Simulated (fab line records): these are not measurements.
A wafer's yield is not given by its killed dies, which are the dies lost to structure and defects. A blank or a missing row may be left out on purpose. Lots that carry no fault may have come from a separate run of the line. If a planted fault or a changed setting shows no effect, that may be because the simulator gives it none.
Chamber matching ; flow n5-finfet ; N5_BEOL_M2_ETCH_74 on rie-diel-02: 4 sister chambers
The step etches underlayer in N2/H2, target depth 6.5 nm, time 5.2 s. 4 wafers are shown with their chamber, then 12 later ones without.

WAFERS, EACH WITH ITS CHAMBER
wafer;chamber;drypump-motor-current-A (A)
L089.3;1;6.5
L091.1;0;6.3
L091.5;2;5.7
L091.6;3;6.0

WAFERS WITH NO CHAMBER GIVEN
wafer;drypump-motor-current-A (A)
L092.4;6.5
L092.5;6.0
L092.6;5.6
L093.2;6.5
L093.4;6.3
L093.5;5.7
L095.1;6.2
L095.4;6.5
L095.5;6.5
L097.4;6.0
L097.5;6.3
L097.6;6.5

EACH ONE'S CHAMBER
wafer;from the rows above;in truth
L092.4;1;1
L092.5;3;3
L092.6;2;2
L093.2;1;1
L093.4;0;0
L093.5;2;2
L095.1;0;0
L095.4;1;1
L095.5;1;1
L097.4;3;3
L097.5;0;0
L097.6;1;1
Correctly placed: 12 of 12. Number that these rows cannot place: 0. Number placed wrongly: 0.
How it was worked out, from the rows above alone: a wafer's distance from a chamber is the root of the sum, over the readings, of the square of ((its reading less the chamber's mean) divided by the reading's scatter). If the next closest chamber is less than 2 further off than the closest, the wafer can't be placed; otherwise it belongs to the closest. For every chamber, the mean is computed from those of its wafers that are shown. The scatter: root of mean squared gap, hidden wafer to nearest shown wafer, with one shown wafer a chamber.
